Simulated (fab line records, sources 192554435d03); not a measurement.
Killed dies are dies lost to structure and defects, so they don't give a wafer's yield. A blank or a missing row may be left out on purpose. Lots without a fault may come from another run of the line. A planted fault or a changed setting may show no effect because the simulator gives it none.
Split-lot experiment | flow n5_finfet | 7 lots, 21 wafers read, on a route of 1938 steps

THE SPLIT
At N5_WELL_APT_COAT_02 (resist thk 950 nm), the setting spin_rpm was moved away from the recipe's 1357 rpm on 9 of the 21 wafers read, by -8.3% to +8.2%. The other wafers ran this setting at the recipe's value.

The reading is taken at the split's own step.

THE READING
coat_of_WELL_APT_COAT_02.thk_nm (the simulator's own value, which no gauge read), in nm, at N5_WELL_APT_COAT_02 (resist thk 950 nm). The file gives no usual value for it. The 12 wafers here that ran the recipe average 950.1 nm, standard deviation 4.8 nm.

wafer  | tool, chamber at the split | spin_rpm as run, rpm | against the recipe | coat_of_WELL_APT_COAT_02.thk_nm, nm | against lot-mates on the recipe
L080.1 | litho_track-03, 0          | 1357                 | recipe             | 956.5                               | -
L080.2 | litho_track-03, 0          | 1357                 | recipe             | 954.6                               | -
L080.5 | litho_track-03, 0          | 1357                 | recipe             | 954.9                               | -
L081.3 | litho_track-03, 0          | 1421                 | +4.7%              | 933.2                               | -21.9
L081.4 | litho_track-03, 0          | 1357                 | recipe             | 955.1                               | -
L081.6 | litho_track-03, 0          | 1421                 | +4.7%              | 931.9                               | -23.2
L084.1 | litho_track-04, 0          | 1468                 | +8.2%              | 912.9                               | -36.8
L084.4 | litho_track-04, 0          | 1357                 | recipe             | 949.7                               | -
L084.5 | litho_track-04, 0          | 1468                 | +8.2%              | 911.1                               | -38.6
L088.1 | litho_track-03, 0          | 1244                 | -8.3%              | 996                                 | +40.1
L088.2 | litho_track-03, 0          | 1357                 | recipe             | 955.9                               | -
L088.3 | litho_track-03, 0          | 1244                 | -8.3%              | 993.5                               | +37.6
L091.1 | litho_track-03, 0          | 1310                 | -3.5%              | 961.9                               | +14.6
L091.5 | litho_track-03, 0          | 1357                 | recipe             | 947.3                               | -
L091.6 | litho_track-03, 0          | 1310                 | -3.5%              | 966.1                               | +18.8
L093.1 | litho_track-04, 0          | 1357                 | recipe             | 949.2                               | -
L093.2 | litho_track-04, 0          | 1357                 | recipe             | 943.4                               | -
L093.5 | litho_track-04, 0          | 1357                 | recipe             | 947.2                               | -
L095.3 | litho_track-04, 0          | 1357                 | recipe             | 942.9                               | -
L095.4 | litho_track-04, 0          | 1278                 | -5.8%              | 972.1                               | +28.1
L095.6 | litho_track-04, 0          | 1357                 | recipe             | 945.1                               | -

THE FIT
A straight line over all 21 wafers: coat_of_WELL_APT_COAT_02.thk_nm changes by -4.68 nm for each +1% of spin_rpm; r = -0.97; the points scatter about the line by 4.8 nm.
The same after taking each lot's own level away (the mean of its wafers on the recipe; 21 wafers): -4.68 nm for each +1%; r = -1.00; scatter 1.4 nm.
On that fit, the largest move of spin_rpm shifts the reading by 39 nm.
The lots' own levels span 944.00 to 955.90 nm, that is 2.5 times the standard deviation above.
So the lot-to-lot level changes the slope little: the two slopes agree.
Check: with one of the wafers moved furthest among these (-8.3%) left out of the fit, the line predicts +38.8 nm for it against its lot-mates. It came out at +40.1 nm against them.

THE FILE'S OWN FIT
coat_of_WELL_APT_COAT_02.thk_nm changes by -4.69 nm for each +1% of spin_rpm, r = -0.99.
